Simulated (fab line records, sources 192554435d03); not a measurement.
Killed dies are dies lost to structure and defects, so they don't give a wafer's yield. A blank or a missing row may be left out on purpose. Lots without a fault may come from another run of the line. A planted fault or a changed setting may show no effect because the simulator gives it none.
Split-lot experiment | flow n5_finfet | 7 lots, 39 wafers read, on a route of 1938 steps

THE SPLIT
At N5_MOL_CONTACT_COAG_VIA_ETCH_117 (etches SiO2 in C4F6/O2, target depth 40 nm, overetch 8 nm, time 26 s), the setting bias_w was moved away from the recipe's 455 W on 15 of the 39 wafers read, by +5.3% to +17.0%. The other wafers ran this setting at the recipe's value.

The reading is taken at the split's own step.

THE READING
rf_vpp_V, in V, at N5_MOL_CONTACT_COAG_VIA_ETCH_117 (etches SiO2 in C4F6/O2, target depth 40 nm, overetch 8 nm, time 26 s). Fault-free wafers of this fab line usually give 1607 V, standard deviation 23 V.

wafer  | tool, chamber at the split | bias_w as run, W | against the recipe | rf_vpp_V, V | against lot-mates on the recipe
L074.1 | rie_diel-06, 2             | 455              | recipe             | 1611        | -
L074.2 | rie_diel-06, 0             | 455              | recipe             | 1611        | -
L074.3 | rie_diel-06, 3             | 485.2            | +6.6%              | 1663        | +63
L074.4 | rie_diel-06, 1             | 455              | recipe             | 1578        | -
L074.5 | rie_diel-06, 1             | 485.2            | +6.6%              | 1655        | +55
L074.6 | rie_diel-06, 0             | 485.2            | +6.6%              | 1689        | +89
L079.1 | rie_diel-06, 0             | 479.2            | +5.3%              | 1672        | +81
L079.2 | rie_diel-06, 1             | 455              | recipe             | 1577        | -
L079.3 | rie_diel-06, 3             | 455              | recipe             | 1585        | -
L079.4 | rie_diel-06, 2             | 455              | recipe             | 1610        | -
L079.5 | rie_diel-06, 0             | 479.2            | +5.3%              | 1674        | +83
L079.6 | rie_diel-06, 1             | 479.2            | +5.3%              | 1640        | +49
L080.1 | rie_diel-05, 0             | 532.3            | +17.0%             | 1787        | +166
L080.2 | rie_diel-05, 2             | 455              | recipe             | 1631        | -
L080.3 | rie_diel-05, 3             | 455              | recipe             | 1586        | -
L080.4 | rie_diel-05, 1             | 532.3            | +17.0%             | 1848        | +227
L080.5 | rie_diel-05, 1             | 455              | recipe             | 1647        | -
L080.6 | rie_diel-05, 0             | 532.3            | +17.0%             | 1786        | +165
L082.1 | rie_diel-01, 2             | 455              | recipe             | 1580        | -
L082.2 | rie_diel-01, 0             | 455              | recipe             | 1627        | -
L082.3 | rie_diel-01, 2             | 455              | recipe             | 1579        | -
L082.4 | rie_diel-01, 0             | 455              | recipe             | 1629        | -
L082.5 | rie_diel-01, 2             | 455              | recipe             | 1578        | -
L082.6 | rie_diel-01, 0             | 455              | recipe             | 1629        | -
L087.1 | rie_diel-06, 3             | 455              | recipe             | 1583        | -
L087.2 | rie_diel-06, 1             | 455              | recipe             | 1577        | -
L087.3 | rie_diel-06, 2             | 455              | recipe             | 1609        | -
L093.1 | rie_diel-05, 2             | 455              | recipe             | 1630        | -
L093.2 | rie_diel-05, 1             | 479.7            | +5.4%              | 1711        | +90
L093.3 | rie_diel-05, 3             | 455              | recipe             | 1588        | -
L093.4 | rie_diel-05, 3             | 479.7            | +5.4%              | 1651        | +30
L093.5 | rie_diel-05, 1             | 455              | recipe             | 1645        | -
L093.6 | rie_diel-05, 2             | 479.7            | +5.4%              | 1695        | +74
L096.1 | rie_diel-06, 3             | 455              | recipe             | 1583        | -
L096.2 | rie_diel-06, 2             | 455              | recipe             | 1610        | -
L096.3 | rie_diel-06, 0             | 483.7            | +6.3%              | 1684        | +94
L096.4 | rie_diel-06, 1             | 455              | recipe             | 1576        | -
L096.5 | rie_diel-06, 3             | 483.7            | +6.3%              | 1657        | +67
L096.6 | rie_diel-06, 2             | 483.7            | +6.3%              | 1685        | +95

THE FIT
A straight line over all 39 wafers: rf_vpp_V changes by +12 V for each +1% of bias_w; r = +0.93; the points scatter about the line by 24 V.
The same after taking each lot's own level away (the mean of its wafers on the recipe; 39 wafers): +11.2 V for each +1%; r = +0.93; scatter 22 V.
On that fit, the largest move of bias_w shifts the reading by 1.9e+02 V.
The lots' own levels span 1589.7 to 1621.3 V, that is 1.4 times the standard deviation above.
So the lot-to-lot level changes the slope little: the two slopes agree.
Check: with one of the wafers moved furthest among these (+17.0%) left out of the fit, the line predicts +200 V for it against its lot-mates. It came out at +166 V against them.
Tool readings at the split's step, against how far the setting was moved: rf_vpp_V r = +0.93.

OTHER SPLITS ON THESE WAFERS
These wafers also went through other splits before the reading. Each is held against what the fit with the lots' levels taken away leaves over:
other split on the same wafers        | wafers away from the commonest value | r with rf_vpp_V (lot level and that fit taken away)
N5_FIN_SAQP_HM_DEP_72 time_s          | 15                                   | +0.18
N5_FIN_SAQP_SPACER1_ALD_24 ald_cycles | 12                                   | -0.23
N5_SD_EPI_P_EPI_21 time_s             | 18                                   | -0.08
N5_GATE_CUT_CUT_ETCH_54 icp_w         | 18                                   | +0.10

THE FILE'S OWN FIT
rf_vpp_V changes by +11.3 V for each +1% of bias_w, r = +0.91.
